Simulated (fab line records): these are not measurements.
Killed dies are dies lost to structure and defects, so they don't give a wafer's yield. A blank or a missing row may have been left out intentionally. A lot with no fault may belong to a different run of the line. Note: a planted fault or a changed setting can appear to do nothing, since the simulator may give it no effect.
fab line records	flow n5_finfet
record: lots: 7	wafers: 39
route steps=1938 shown FIN_SAQP@96 DUMMY_GATE@243
start_h: the number of hours between the record's first day and the start of the first shown wafer of the lot	wait_h: how many hours have passed since the lot's step before this one	" identical to the entry in the row above	L1.1+2: a row that stands for several wafers	- no value, or no start was given	* or withheld: withheld	< > ~ a bound
route shown NAME@n: NAME is a module with steps in the file, n the number in the route of the first one	usual: mean and standard deviation over wafers with no fault	same: alike in all rows	chamber/n: place in a boat	sites: the reading at each site	_std_site: the values' standard deviation	_edge_site: the outer-site mean with the inner-site mean subtracted	radius_mm: for every site, how far away it sits from the centre of the wafer	mask NAME#n: copy n	behind: the tool/chamber that last shaped the wafer	hold: why the lot was held/for how many hours/how that ended	device: the n, p or np transistor that did not switch	end of line: the same wafers' tests at the end of the route	a step without rows: its recipe alone	killed: dies that structure and defects cost at the first sort, which is not the same as the wafer's yield	map: the dies of a wafer, with x for killed, . for not killed, _ for no die there
set.NAME: setting as actually run; set.NAME@STEP: the setting as run at that earlier step	model.NAME: the simulator's own value behind a step, which no gauge read
lots with deliberately changed settings; one table per step, one row per wafer
== steps ==
step: N5_FIN_SAQP_HM_DEP_03
recipe: material: SiNx	target_thk_a: 380	temp_c: 400	precursor: SiH4/NH3/N2	pressure_torr: 1.5	rf_w: 300	time_s: 33.6
lot.wafer	tool	chamber	start_h	wait_h	set.target_thk_a	model.SiNx_of_FIN_SAQP_HM_DEP_03.thk_nm
L074.1	pecvd-02	2	21.05	0.2	400.7	40.77
L074.2	"	0	"	"	380	38.47
L074.3	"	1	"	"	380	38.02
L074.4	"	0	"	"	400.7	40.94
L074.5	"	1	"	"	400.7	40.45
L074.6	"	2	"	"	380	39.33
L077.1	pecvd-04	1	39.24	0.2	380	37.85
L077.2	"	0	"	"	380	37.87
L077.3	"	2	"	"	380	38.11
L077.4+6	"	2,1	"	"	380	38.32
L077.5	"	0	"	"	380	38.07
L085.1	pecvd-02	1	88.07	0.2	380	37.78
L085.2	"	2	"	"	380	37.85
L085.3	"	0	"	"	364	36.04
L085.4	"	2	"	"	364	36.67
L085.5	"	0	"	"	380	38.18
L085.6	"	1	"	"	364	36.38
L088.1	pecvd-04	2	105.56	0.2	380	38.11
L088.2	"	1	"	"	380	38.2
L088.3	"	0	"	"	380	38.26
L088.4	"	1	"	"	380	39.41
L088.5	"	0	"	"	380	38.57
L088.6	"	2	"	"	380	38.75
L090.1	pecvd-03	0	116.72	0.2	380	37.4
L090.2	"	2	"	"	380	38
L090.3	"	1	"	"	380	37.14
L090.4	"	2	"	"	380	38.05
L090.5	"	0	"	"	380	37.48
L090.6	"	1	"	"	380	37.82
L092.1	pecvd-02	1	129.09	0.2	380	38.19
L092.2	"	0	"	"	380	38.08
L092.3	"	2	"	"	339.6	33.75
L092.4	"	0	"	"	339.6	34.18
L092.5	"	1	"	"	380	38.27
L092.6	"	2	"	"	339.6	33.72
L095.1	pecvd-03	1	147.13	0.2	380	36.65
L095.2	"	2	"	"	380	37.31
L095.6	"	1	"	"	380	37.05
step: N5_FIN_SAQP_THK_MEAS_05
usual: thk_nm: 38.1/0.54
lot.wafer	tool	chamber	start_h	wait_h	set.target_thk_a@FIN_SAQP_HM_DEP_03	thk_nm
L074.1	film_metro-01	-	21.14	0.1	400.7	40.7
L074.2	"	-	"	"	380	38.4
L074.3	"	-	"	"	380	38.1
L074.4	"	-	"	"	400.7	40.9
L074.5	"	-	"	"	400.7	40.5
L074.6	"	-	"	"	380	39.3
L077.1	film_metro-02	-	39.32	0.1	380	37.8
L077.2	"	-	"	"	380	37.9
L077.3	"	-	"	"	380	38.1
L077.4	"	-	"	"	380	38.3
L077.5	"	-	"	"	380	38.0
L077.6	"	-	"	"	380	38.3
L085.1	film_metro-01	-	88.15	0.1	380	37.8
L085.2	"	-	"	"	380	37.8
L085.3	"	-	"	"	364	36.0
L085.4	"	-	"	"	364	36.7
L085.5	"	-	"	"	380	38.1
L085.6	"	-	"	"	364	36.4
L088.1	film_metro-02	-	105.65	0.1	380	38.1
L088.2	"	-	"	"	380	38.2
L088.3	"	-	"	"	380	38.2
L088.4	"	-	"	"	380	39.4
L088.5	"	-	"	"	380	38.5
L088.6	"	-	"	"	380	38.8
L090.1	film_metro-02	-	116.81	0.1	380	37.4
L090.2	"	-	"	"	380	38.0
L090.3	"	-	"	"	380	37.2
L090.4	"	-	"	"	380	38.1
L090.5	"	-	"	"	380	37.5
L090.6	"	-	"	"	380	37.8
L092.1	film_metro-01	-	129.18	0.1	380	38.2
L092.2	"	-	"	"	380	38.0
L092.3	"	-	"	"	339.6	33.8
L092.4	"	-	"	"	339.6	34.2
L092.5	"	-	"	"	380	38.3
L092.6	"	-	"	"	339.6	33.7
L095.1	film_metro-01	-	147.22	0.1	380	36.7
L095.2	"	-	"	"	380	37.3
L095.6	"	-	"	"	380	37.0
step: N5_FIN_SAQP_ETCH_65
recipe: chemistry: CF4	target: SiO2	target_depth_a: 40	ion_energy_ev: 350	time_s: 4.4	pressure_mtorr: 10	icp_w: 800	bias_w: 400	cf4_flow_sccm: 80
lot.wafer	tool	chamber	start_h	wait_h	set.time_s	model.etch.depth_nm
L074.1	rie_si-06	0	24.57	0.1	4.4	3.891
L074.2	"	2	"	"	4.4	4.043
L074.3	"	1	"	"	4.4	3.971
L074.4	"	3	"	"	4.4	4.157
L074.5	"	2	"	"	4.4	4.028
L074.6	"	3	"	"	4.4	4.163
L077.1	rie_si-05	0	42.37	0.1	4.4	4.287
L077.2	"	2	"	"	4.1	3.743
L077.3	"	3	"	"	4.4	4.233
L077.4	"	3	"	"	4.4	4.229
L077.5	"	2	"	"	4.1	3.723
L077.6	"	0	"	"	4.1	3.998
L085.1	rie_si-04	0	91.69	0.1	3.721	3.514
L085.2	"	1	"	"	4.4	4.031
L085.3	"	2	"	"	4.4	4.205
L085.4	"	3	"	"	4.4	4.087
L085.5	"	3	"	"	3.721	3.469
L085.6	"	2	"	"	3.721	3.567
L088.1	rie_si-05	0	108.81	0.1	4.4	4.311
L088.2	"	3	"	"	4.896	4.675
L088.3	"	1	"	"	4.4	4.097
L088.4	"	2	"	"	4.896	4.375
L088.5	"	1	"	"	4.896	4.543
L088.6	"	2	"	"	4.4	3.928
L090.1	rie_si-05	3	121.21	0.1	4.4	4.192
L090.2	"	1	"	"	4.865	4.476
L090.3	"	0	"	"	4.865	4.764
L090.4	"	2	"	"	4.865	4.318
L090.5	"	1	"	"	4.4	4.036
L090.6	"	0	"	"	4.4	4.311
L092.1	rie_si-04	2	132.19	0.1	4.4	4.237
L092.2	"	1	"	"	3.979	3.627
L092.3	"	0	"	"	3.979	3.748
L092.4	"	3	"	"	4.4	4.109
L092.5	"	2	"	"	3.979	3.799
L092.6	"	3	"	"	4.4	4.117
L095.1	rie_si-04	3	150.24	0.1	4.4	4.075
L095.2	"	2	"	"	4.4	4.203
L095.6	"	2	"	"	4.4	4.18
step: N5_FIN_SAQP_MANDREL_ETCH_58
recipe: chemistry: HBr/Cl2	target: a-Si	target_depth_a: 450	bt_time_s: 10	stop_on: SiNx	mask_material: SiO2	over_etch_frac: 0.8	time_s: 27	pressure_mtorr: 10	icp_w: 800	bias_w: 75	HBr_flow_sccm: 150	Cl2_flow_sccm: 80	ends: end_point
lot.wafer	tool	chamber	start_h	wait_h	set.icp_w	set.target_thk_a@FIN_SAQP_HM_DEP_03	model.SiNx_of_FIN_SAQP_HM_DEP_03.thk_nm
L074.1	rie_si-06	0	24.61	0.0	743.1	400.7	40.77
L074.2	"	2	"	"	743.1	380	38.47
L074.3	"	1	"	"	800	380	38.02
L074.4	"	3	"	"	743.1	400.7	40.94
L074.5	"	2	"	"	800	400.7	40.45
L074.6	"	3	"	"	800	380	39.2
L077.1	rie_si-05	0	42.40	0.0	800	380	37.4
L077.2+3	"	2,3	"	"	888.9	380	37.2
L077.4+6	"	3,0	"	"	800	380	38
L077.5	"	2	"	"	888.9	380	37.4
L085.1	rie_si-04	0	91.73	0.0	916.4	380	37
L085.2	"	1	"	"	800	380	37.85
L085.3	"	2	"	"	916.4	364	35
L085.4	"	3	"	"	800	364	36.4
L085.5	"	3	"	"	800	380	38
L085.6	"	2	"	"	916.4	364	35.4
L088.1	rie_si-05	0	108.85	0.0	800	380	37.6
L088.2	"	3	"	"	668.1	380	38.2
L088.3	"	1	"	"	800	380	38.2
L088.4	"	2	"	"	668.1	380	39.41
L088.5	"	1	"	"	800	380	38.4
L088.6	"	2	"	"	668.1	380	38.75
L090.1	rie_si-05	3	121.24	0.0	800	380	37
L090.2	"	1	"	"	800	380	37.8
L090.3	"	0	"	"	800	380	36.8
L090.4	"	2	"	"	697.3	380	38.05
L090.5	"	1	"	"	697.3	380	37.48
L090.6	"	0	"	"	697.3	380	37.82
L092.1+5	rie_si-04	2	132.22	0.0	800	380	38
L092.2	"	1	"	"	945.4	380	37.2
L092.3	"	0	"	"	945.4	339.6	32.8
L092.4	"	3	"	"	945.4	339.6	33
L092.6	"	3	"	"	800	339.6	33.4
L095.1	rie_si-04	3	150.28	0.0	800	380	36.4
L095.2	"	2	"	"	800	380	37
L095.6	"	2	"	"	800	380	36.8
step: N5_FIN_SAQP_RECESS_63
recipe: chemistry: HF/NH3	target: SiO2	target_depth_a: 180	afs_cycles: 3	temp_c: 30	sublimation_temp_c: 180	sublimation_time_s: 60
step: N5_FIN_SAQP_COAT_68
recipe: resist: SOC	temp_c: 250	time_s: 60	spin_rpm: 1500	resist_thk_nm: 100
step: N5_FIN_SAQP_MANDREL2_REMOVE_60
recipe: chemistry: HBr/Cl2/O2	bt_time_s: 10	target: a-Si	stop_on: SiNx	endpoint: OES-SiCl	over_etch_frac: 1	icp_w: 600	bias_w: 22	HBr_flow_sccm: 150	Cl2_flow_sccm: 80	O2_flow_sccm: 5	pressure_mtorr: 10
step: N5_FIN_SAQP_HM_OPEN_33
recipe: chemistry: CH3F/O2	target: SiNx	mask_material: SiO2	target_depth_a: 494	time_s: 70.6	pressure_mtorr: 30	source_w: 395	bias_w: 73	Ar_flow_sccm: 150	CH3F_flow_sccm: 30	O2_flow_sccm: 20	ion_energy_ev: 120	ends: cleared
usual: etch_rf_on_time_s: 69.8/1.5
lot.wafer	tool	chamber	start_h	wait_h	set.target_thk_a@FIN_SAQP_HM_DEP_03	etch_rf_on_time_s	model.etch.depth_nm
L074.1	rie_diel-03	0	26.02	0.0	400.7	75.6	40.14
L074.2	"	1	"	"	380	71.3	37.84
L074.3	"	2	"	"	380	68.2	37.4
L074.4	"	3	"	"	400.7	75.0	40.31
L074.5	"	1	"	"	400.7	75.2	39.82
L074.6	"	2	"	"	380	71.0	38.57
L077.1	rie_diel-03	3	43.84	0.1	380	68.2	36.79
L077.2	"	0	"	"	380	69.8	36.63
L077.3	"	1	"	"	380	69.6	36.51
L077.4	"	2	"	"	380	68.9	37.31
L077.5	"	3	"	"	380	69.0	36.82
L077.6	"	2	"	"	380	69.1	37.27
L085.1	rie_diel-06	3	94.23	0.0	380	67.9	36.34
L085.2	"	1	"	"	380	70.0	37.22
L085.3	"	2	"	"	364	63.9	34.33
L085.4	"	3	"	"	364	67.1	35.81
L085.5	"	2	"	"	380	69.6	37.31
L085.6	"	1	"	"	364	65.3	34.69
L088.1	rie_diel-03	1	110.30	0.1	380	70.8	37.06
L088.2	"	3	"	"	380	70.0	37.57
L088.3	"	0	"	"	380	69.3	37.51
L088.4	"	2	"	"	380	72.4	38.78
L088.5	"	1	"	"	380	71.8	37.82
L088.6	"	2	"	"	380	71.1	38.12
L090.1	rie_diel-03	0	122.69	0.0	380	66.0	36.39
L090.2	"	1	"	"	380	70.6	37.24
L090.3	"	3	"	"	380	66.9	36.09
L090.4	"	1	"	"	380	70.2	37.42
L090.5	"	0	"	"	380	67.1	36.85
L090.6	"	3	"	"	380	69.3	37.19
L092.1	rie_diel-04	2	134.95	0.0	380	69.0	37.28
L092.2	"	3	"	"	380	68.2	36.54
L092.3	"	0	"	"	339.6	62.2	32.13
L092.4	"	1	"	"	339.6	61.6	32.37
L092.5	"	2	"	"	380	69.4	37.36
L092.6	"	1	"	"	339.6	62.2	32.86
L095.1	rie_diel-03	2	151.68	0.0	380	67.7	35.79
L095.2	"	1	"	"	380	69.7	36.39
L095.6	"	2	"	"	380	68.1	36.14
step: N5_FIN_SAQP_ETCH_34
recipe: chemistry: C4F6/O2	target: SiO2	target_depth_a: 450	time_s: 15	ion_energy_ev: 250	pressure_mtorr: 30	source_w: 345	bias_w: 185	Ar_flow_sccm: 300	C4F6_flow_sccm: 10	O2_flow_sccm: 10	ends: cleared
step: N5_FIN_SAQP_STRIP_77
recipe: chemistry: N2/H2	time_s: 90	power_w: 100	temp_c: 40	pressure_mtorr: 100	rf_frequency_hz: 6e+07	bias_power_w: 3	n2_flow_sccm: 300	h2_flow_sccm: 300
step: N5_FIN_SAQP_ETCH_64
recipe: chemistry: CF4	target: SiO2	target_depth_a: 15	ion_energy_ev: 350	pressure_mtorr: 10	icp_w: 800	bias_w: 400	cf4_flow_sccm: 80
step: N5_FIN_SAQP_FIN_ETCH_36
recipe: chemistry: HBr/Cl2/O2	target_depth_a: 1200	mask_material: SiNx	time_s: 50.4	bias_w: 102	pressure_mtorr: 10	icp_w: 800	HBr_flow_sccm: 150	Cl2_flow_sccm: 80	O2_flow_sccm: 12
lot.wafer	tool	chamber	start_h	wait_h	set.target_thk_a@FIN_SAQP_HM_DEP_03	model.SiNx_of_FIN_SAQP_HM_DEP_03.thk_nm
L074.1+5	rie_si-04	3,0	26.31	0.0	400.7	23.4
L074.2	"	0	"	"	380	21.6
L074.3	"	1	"	"	380	20.8
L074.4	"	2	"	"	400.7	24
L074.6	"	1	"	"	380	22
L077.1+2	rie_si-04	1,0	44.13	0.0	380	20.2
L077.3	"	2	"	"	380	19.8
L077.4+5+6	"	2,0,1	"	"	380	20.6
L085.1	rie_si-04	2	94.51	0.0	380	19.8
L085.2+5	"	1,3	"	"	380	20.6
L085.3	"	3	"	"	364	17.4
L085.4	"	0	"	"	364	19.6
L085.6	"	2	"	"	364	18
L088.1+3	rie_si-06	2,3	110.59	0.0	380	20.8
L088.2	"	1	"	"	380	21.2
L088.4	"	0	"	"	380	22.6
L088.5	"	0	"	"	380	21.8
L088.6	"	3	"	"	380	21.4
L090.1	rie_si-06	2	122.98	0.0	380	20
L090.2+6	"	1,2	"	"	380	20.8
L090.3	"	3	"	"	380	19.6
L090.4	"	0	"	"	380	21.2
L090.5	"	1	"	"	380	20.4
L092.1	rie_si-05	2	135.24	0.0	380	21.2
L092.2	"	3	"	"	380	19.8
L092.3	"	1	"	"	339.6	15.8
L092.4	"	0	"	"	339.6	14.8
L092.5	"	3	"	"	380	20.6
L092.6	"	2	"	"	339.6	16.8
L095.1+2	rie_si-05	2,3	151.97	0.0	380	19.6
L095.6	"	3	"	"	380	19.2
step: N5_DUMMY_GATE_ETCH_31
recipe: chemistry: C4F6/O2	target: SiO2	mask_material: SOC	target_depth_a: 825	time_s: 27.5	ion_energy_ev: 250	pressure_mtorr: 30	source_w: 345	bias_w: 185	Ar_flow_sccm: 300	C4F6_flow_sccm: 10	O2_flow_sccm: 10
lot.wafer	tool	chamber	start_h	wait_h	set.target_depth_a	model.etch.depth_nm	model.SOC_of_DUMMY_GATE_COAT_34.thk_nm
L074.1	rie_diel-01	2	45.84	0.0	825	81.5	51.8
L074.2	"	1	"	"	785	79.92	52.6
L074.3	"	0	"	"	825	80.99	52
L074.4	"	1	"	"	785	80.35	52.4
L074.5	"	2	"	"	785	76.96	52.4
L074.6	"	0	"	"	825	80.79	52
L077.1	rie_diel-05	3	65.17	0.0	825	79.9	52
L077.2	"	1	"	"	825	83.47	51.4
L077.3	"	0	"	"	825	81.28	51.6
L077.4	"	2	"	"	825	82.69	51.4
L077.5	"	0	"	"	825	81.69	51.6
L077.6	"	1	"	"	825	84.06	51.4
L085.1	rie_diel-01	2	114.31	0.0	825	82.89	51.4
L085.2	"	3	"	"	825	83.17	51.2
L085.3	"	0	"	"	731.6	72.8	52.4
L085.4	"	1	"	"	731.6	74.35	52.8
L085.5	"	0	"	"	731.6	72.49	52.4
L085.6	"	1	"	"	825	84.08	51.6
L088.1	rie_diel-01	0	131.59	0.0	825	82.1	52
L088.2	"	1	"	"	825	84.71	51.8
L088.3	"	2	"	"	825	82.78	51.6
L088.4	"	3	"	"	720.1	72.72	52.8
L088.5	"	1	"	"	720.1	73.31	53
L088.6	"	2	"	"	720.1	71.96	52.8
L090.1	rie_diel-05	3	143.84	0.0	825	79.91	52.4
L090.2	"	0	"	"	857.3	85.73	51.6
L090.3	"	2	"	"	825	84.14	51.6
L090.4	"	1	"	"	857.3	88.71	51.2
L090.5	"	2	"	"	825	83.65	51.6
L090.6	"	3	"	"	857.3	84.34	51.8
L092.1	rie_diel-02	0	155.00	0.0	730.7	72.47	53
L092.2	"	1	"	"	825	79.34	52.6
L092.3	"	2	"	"	730.7	70.65	53.2
L092.4	"	1	"	"	825	79.95	52.6
L092.5	"	2	"	"	730.7	71.04	53.4
L092.6	"	0	"	"	825	81.53	52.2
L095.1	rie_diel-02	0	173.66	0.0	825	81.03	51.8
L095.2	"	3	"	"	825	83.34	52
L095.6	"	3	"	"	825	83.96	51.8
step: N5_DUMMY_GATE_ETCH_32
recipe: chemistry: CF4	target: SiO2	target_depth_a: 35	time_s: 3.9	ion_energy_ev: 350	pressure_mtorr: 10	icp_w: 800	bias_w: 400	cf4_flow_sccm: 80
lot.wafer	tool	chamber	start_h	wait_h	set.time_s	model.etch.depth_nm
L074.1	rie_si-03	3	46.08	0.1	4.528	4.238
L074.2	"	0	"	"	4.528	4.068
L074.3	"	2	"	"	3.9	3.535
L074.4	"	1	"	"	3.9	3.157
L074.5	"	0	"	"	3.9	3.485
L074.6	"	1	"	"	4.528	3.662
L077.1	rie_si-03	2	65.42	0.1	3.428	3.083
L077.2	"	0	"	"	3.9	3.508
L077.3	"	1	"	"	3.428	2.779
L077.4	"	3	"	"	3.9	3.641
L077.5	"	2	"	"	3.9	3.536
L077.6	"	3	"	"	3.428	3.206
L085.1	rie_si-01	2	114.56	0.1	3.37	3.068
L085.2	"	3	"	"	3.9	3.59
L085.3	"	1	"	"	3.37	3.135
L085.4	"	0	"	"	3.37	2.916
L085.5	"	1	"	"	3.9	3.644
L085.6	"	0	"	"	3.9	3.359
L088.1	rie_si-01	2	131.84	0.1	4.318	3.926
L088.2	"	1	"	"	4.318	4.02
L088.3	"	0	"	"	3.9	3.382
L088.4	"	3	"	"	3.9	3.539
L088.5	"	3	"	"	4.318	3.939
L088.6	"	2	"	"	3.9	3.601
L090.1	rie_si-03	3	144.08	0.1	3.9	3.628
L090.2	"	1	"	"	3.9	3.182
L090.3	"	2	"	"	3.9	3.542
L090.4	"	0	"	"	3.9	3.528
L090.5	"	3	"	"	3.9	3.612
L090.6	"	0	"	"	3.9	3.521
L092.1+3	rie_si-03	0,2	155.25	0.1	4.499	4.125
L092.2	"	3	"	"	3.9	3.609
L092.4	"	1	"	"	3.9	3.189
L092.5	"	1	"	"	3.9	3.193
L092.6	"	2	"	"	4.499	4.149
L095.1	rie_si-01	3	173.91	0.1	3.9	3.556
L095.2	"	0	"	"	3.9	3.37
L095.6	"	1	"	"	3.9	3.581
step: N5_DUMMY_GATE_ETCH_42
recipe: chemistry: CHF3/O2	target: SiO2	target_depth_a: 35	time_s: 31	ion_energy_ev: 30	bias_w: 12	pressure_mtorr: 30	source_w: 600	Ar_flow_sccm: 200	CHF3_flow_sccm: 50	O2_flow_sccm: 5
usual: rf_vpp_V: 42.3/1.2
lot.wafer	tool	chamber	start_h	wait_h	set.bias_w	rf_vpp_V
L074.1	rie_diel-02	3	46.33	0.0	10.94	39.3
L074.2	"	1	"	"	12	40.7
L074.3	"	2	"	"	12	40.6
L074.4	"	0	"	"	10.94	38.1
L074.5	"	3	"	"	12	42.6
L074.6	"	0	"	"	10.94	37.3
L077.1	rie_diel-01	2	65.70	0.1	12	42.7
L077.2	"	0	"	"	12	42.6
L077.3	"	3	"	"	13.9	46.8
L077.4	"	0	"	"	12	43.1
L077.5	"	2	"	"	13.9	47.4
L077.6	"	3	"	"	13.9	45.1
L085.1	rie_diel-05	3	114.81	0.0	12	42.7
L085.2	"	2	"	"	12	40.8
L085.3	"	0	"	"	12	44.5
L085.4	"	1	"	"	11.39	40.4
L085.5	"	3	"	"	11.39	41.2
L085.6	"	2	"	"	11.39	39.0
L088.1	rie_diel-02	1	132.09	0.0	12	43.7
L088.2	"	2	"	"	12	42.3
L088.3	"	3	"	"	12	41.7
L088.4	"	0	"	"	12	41.4
L088.5	"	0	"	"	12	41.1
L088.6	"	3	"	"	12	41.7
L090.1	rie_diel-05	1	144.33	0.0	12	42.6
L090.2	"	3	"	"	10.08	36.6
L090.3	"	2	"	"	10.08	36.4
L090.4	"	0	"	"	12	43.4
L090.5	"	3	"	"	12	43.0
L090.6	"	0	"	"	10.08	38.2
L092.1	rie_diel-02	0	155.50	0.0	12.99	43.7
L092.2	"	1	"	"	12	41.2
L092.3	"	2	"	"	12	40.8
L092.4	"	1	"	"	12.99	45.4
L092.5	"	2	"	"	12.99	45.2
L092.6	"	0	"	"	12	39.7
L095.1	rie_diel-05	2	174.16	0.0	12	40.7
L095.2	"	1	"	"	12	42.2
L095.6	"	0	"	"	12	43.6
== key ==
split: step: N5_FIN_SAQP_HM_DEP_03	setting: target_thk_a	stated: 380	by: wafer
response: step: N5_FIN_SAQP_HM_DEP_03	reading: model.SiNx_of_FIN_SAQP_HM_DEP_03.thk_nm	change: +0.398	per: 1%	r: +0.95
response: step: N5_FIN_SAQP_THK_MEAS_05	reading: thk_nm	change: *	per: 1%	r: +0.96
response: step: N5_FIN_SAQP_MANDREL_ETCH_58	reading: model.SiNx_of_FIN_SAQP_HM_DEP_03.thk_nm	change: +0.435	per: 1%	r: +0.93
response: step: N5_FIN_SAQP_HM_OPEN_33	reading: etch_rf_on_time_s	change: *	per: 1%	r: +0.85
response: step: N5_FIN_SAQP_HM_OPEN_33	reading: model.etch.depth_nm	change: +0.432	per: 1%	r: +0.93
response: step: N5_FIN_SAQP_FIN_ETCH_36	reading: model.SiNx_of_FIN_SAQP_HM_DEP_03.thk_nm	change: +0.439	per: 1%	r: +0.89
split: step: N5_FIN_SAQP_ETCH_65	setting: time_s	stated: 4.4	by: wafer
response: step: N5_FIN_SAQP_ETCH_65	reading: model.etch.depth_nm	change: +0.0398	per: 1%	r: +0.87
split: step: N5_FIN_SAQP_MANDREL_ETCH_58	setting: icp_w	stated: 800	by: wafer
response none clear
split: step: N5_DUMMY_GATE_ETCH_31	setting: target_depth_a	stated: 825	by: wafer
response: step: N5_DUMMY_GATE_ETCH_31	reading: model.etch.depth_nm	change: +0.816	per: 1%	r: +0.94
response: step: N5_DUMMY_GATE_ETCH_31	reading: model.SOC_of_DUMMY_GATE_COAT_34.thk_nm	change: -0.0842	per: 1%	r: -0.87
split: step: N5_DUMMY_GATE_ETCH_32	setting: time_s	stated: 3.9	by: wafer
response: step: N5_DUMMY_GATE_ETCH_32	reading: model.etch.depth_nm	change: +0.0425	per: 1%	r: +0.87
split: step: N5_DUMMY_GATE_ETCH_42	setting: bias_w	stated: 12	by: wafer
response: step: N5_DUMMY_GATE_ETCH_42	reading: rf_vpp_V	change: +0.334	per: 1%	r: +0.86
